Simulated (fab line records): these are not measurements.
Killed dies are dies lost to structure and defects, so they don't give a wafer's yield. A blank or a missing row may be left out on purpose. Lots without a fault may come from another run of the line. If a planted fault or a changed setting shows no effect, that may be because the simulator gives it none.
2 desks looking at one fault || flow n5 finfet || what lay behind the numbers comes last; until then each desk has only its own

THE TOOL OWNER'S DESK: ald metal-03
The tool's own readings at N5_HKMG_FIN_NWFM_ALD_20 (deposits TiAlC, target thk 2 nm, pulse time 3 s, purge time 2 s): means of the sampled wafers that have a number, for each lot that ran on this tool. If a lot's mean is further than 4 standard deviations from the usual mean, the lot is out of limits and carries the mark OUT (the distance appears in the brackets).
Columns: A = heater power w at N5_HKMG_FIN_NWFM_ALD_20, usual 509 W; B = precursor pulse height rel at N5_HKMG_FIN_NWFM_ALD_20, usual 1.001
{"lot": "L341", "first seen here": "day 4 13:52", "A": 470, "B": 0.978}
{"lot": "L343", "first seen here": "day 5 00:28", "A": 459, "B": 0.995}
{"lot": "L357", "first seen here": "day 8 09:26", "A": 482, "B": 1.010}
{"lot": "L363", "first seen here": "day 9 23:08", "A": 487, "B": 1.009}
Finding of this desk: none of the 4 lots has anything out of limits.

FROM THE METROLOGY DESK
What the gauges read for every lot (on any tool): the sampled wafers with a number, averaged. If a lot's mean is further than 4 standard deviations from the usual mean, the lot is out of limits and carries the mark OUT (the distance appears in the brackets). 7 of its 17 readings are shown: the first one out of limits and those lying furthest out on some lot.
Columns: A = IOFF_N at N5_BEOL_M4_RC_MEAS_101, usual 0.157 nA/um; B = IOFF_N_85C at N5_BEOL_M4_RC_MEAS_101, usual 3.1 nA/um; C = IOFF_N_LIN at N5_BEOL_M4_RC_MEAS_101, usual 0.073 nA/um; D = IOFF_N_LONG at N5_BEOL_M4_RC_MEAS_101, usual 5.6e-05 nA/um; E = VT_N at N5_BEOL_M4_RC_MEAS_101, usual 249.9 mV; F = VT_N_LONG at N5_BEOL_M4_RC_MEAS_101, usual 274.3 mV; G = VT_N_LVT at N5_BEOL_M4_RC_MEAS_101, usual 98.2 mV
{"lot": "L340", "first seen here": "day 8 00:16", "A": 0.130, "B": 2.7, "C": 0.063, "D": 5.5e-05, "E": 253.0, "F": 274.8, "G": 99.2}
{"lot": "L343", "first seen here": "day 8 05:05", "A": 0.173, "B": 3.3, "C": 0.079, "D": 5.7e-05, "E": 249.5, "F": 272.9, "G": 94.4}
{"lot": "L341", "first seen here": "day 8 05:33", "A": 0.145, "B": 2.8, "C": 0.068, "D": 5.4e-05, "E": 249.8, "F": 275.1, "G": 96.2}
{"lot": "L345", "first seen here": "day 9 07:38", "A": 0.153, "B": 3.0, "C": 0.070, "D": 5.6e-05, "E": 250.3, "F": 275.5, "G": 97.9}
{"lot": "L357", "first seen here": "day 12 04:47", "A": 0.165, "B": 3.2, "C": 0.075, "D": 5.9e-05, "E": 248.8, "F": 273.5, "G": 95.1}
{"lot": "L359", "first seen here": "day 12 17:07", "A": 0.133, "B": 2.7, "C": 0.063, "D": 5.3e-05, "E": 252.3, "F": 275.2, "G": 100.1}
{"lot": "L362", "first seen here": "day 13 13:49", "A": 0.144, "B": 2.8, "C": 0.067, "D": 5.2e-05, "E": 251.8, "F": 276.1, "G": 103.4}
{"lot": "L363", "first seen here": "day 13 18:34", "A": "0.333 (+8.4) OUT", "B": "5.5 (+6.9) OUT", "C": "0.147 (+9.0) OUT", "D": "8.9e-05 (+11) OUT", "E": "235.7 (-5.9) OUT", "F": "259.9 (-6.8) OUT", "G": "82.6 (-5.8) OUT"}
This desk finds L363 out of limits, with the earliest case on L363 at day 13 18:34 (IOFF_N at N5_BEOL_M4_RC_MEAS_101). Within limits: L340, L343, L341, L345, L357, L359, L362.

TAKEN TOGETHER
The metrology desk could have raised an alarm at day 13 18:34, on L363.
Nothing out of limits was seen by the tool owner's desk.
The tool owner's desk has L363 on record, within its limits.
Of the lots named, all ran N5_HKMG_FIN_NWFM_ALD_20 on ald metal-03.

WHAT HAD BEEN PUT IN BY THE SIMULATOR
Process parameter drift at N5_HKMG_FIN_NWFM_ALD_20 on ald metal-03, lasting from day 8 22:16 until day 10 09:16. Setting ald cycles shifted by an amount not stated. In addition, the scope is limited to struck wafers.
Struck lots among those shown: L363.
Hours from the fault's start to each desk's first reading out of limits: the metrology desk, 116.
